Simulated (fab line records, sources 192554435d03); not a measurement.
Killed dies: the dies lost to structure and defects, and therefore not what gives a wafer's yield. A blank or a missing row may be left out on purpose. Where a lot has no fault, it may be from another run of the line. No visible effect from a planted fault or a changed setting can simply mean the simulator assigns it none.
The tool behind it: which one? + flow n5_finfet + 33 wafers from 11 lots sampled at 2 of the route's 1938 steps

WHAT THE GAUGES READ, wafer by wafer
N5_BEOL_M11_CD_MEAS_35: the cd target is 70 nm.
| lot  | measured     | on        | cd_nm (nm)     |
|------|--------------|-----------|----------------|
| L149 | day 11 00:43 | cd_sem-01 | 69.7 69.8 69.5 |
| L148 | day 11 00:43 | cd_sem-03 | 69.7 70.2 68.8 |
| L150 | day 11 00:16 | cd_sem-01 | 70.5 71.1 70.6 |
| L151 | day 11 14:40 | cd_sem-02 | 69.4 69.4 68.4 |
| L152 | day 11 18:52 | cd_sem-01 | 68.5 69.1 69.6 |
| L154 | day 12 09:47 | cd_sem-03 | 70.9 70.0 71.1 |
| L158 | day 12 18:13 | cd_sem-02 | 69.2 69.7 69.8 |
| L160 | day 13 22:28 | cd_sem-02 | 71.1 71.1 70.9 |
| L169 | day 16 08:38 | cd_sem-03 | 71.6 69.7 71.5 |
| L171 | day 16 10:35 | cd_sem-02 | 71.2 69.6 71.0 |
| L170 | day 16 10:50 | cd_sem-01 | 71.5 70.2 69.8 |

TOOL THAT RAN EACH LOT (tool first, then ch and the chambers of the sampled wafers, then the start)
| lot  | N5_BEOL_M11_PECVD_70            |
|------|---------------------------------|
| L149 | pecvd-01 ch 0,2, day 10 17:49   |
| L148 | pecvd-03 ch 0,1,2, day 10 19:52 |
| L150 | pecvd-01 ch 0,2, day 10 20:20   |
| L151 | pecvd-03 ch 0,1,2, day 11 10:38 |
| L152 | pecvd-01 ch 0,2, day 11 14:47   |
| L154 | pecvd-02 ch 0,1, day 12 00:26   |
| L158 | pecvd-02 ch 0,1, day 12 14:04   |
| L160 | pecvd-01 ch 0,2, day 13 16:44   |
| L169 | pecvd-01 ch 0,1, day 16 04:35   |
| L171 | pecvd-03 ch 0,2, day 16 05:37   |
| L170 | pecvd-01 ch 1, day 16 06:32     |
- N5_BEOL_M11_PECVD_70: deposits SiO2 from TEOS/O2, target thk 20 nm, time 22.7 s.

THE ANSWER, worked out from the rows above alone
Rule: the lots themselves supply what counts as usual. The widest of any qualifying gaps counts: lots, ordered by their means at a reading, are off when they make up no more than a third of the lots, leave a main group of 4 or more, and stand apart from it by 3 or more times the standard deviation of that group's means. The tables above print the reading to a certain number of digits; a main group whose means all agree to those digits is not used. A lot without any number at a reading at which 4 lots or more have one is off too. Where the step has rows for the other lots, those lots are counted as sound.
Across all readings shown, no lot is off: no conclusion can be drawn from this.

WHAT HAD BEEN PUT IN BY THE SIMULATOR
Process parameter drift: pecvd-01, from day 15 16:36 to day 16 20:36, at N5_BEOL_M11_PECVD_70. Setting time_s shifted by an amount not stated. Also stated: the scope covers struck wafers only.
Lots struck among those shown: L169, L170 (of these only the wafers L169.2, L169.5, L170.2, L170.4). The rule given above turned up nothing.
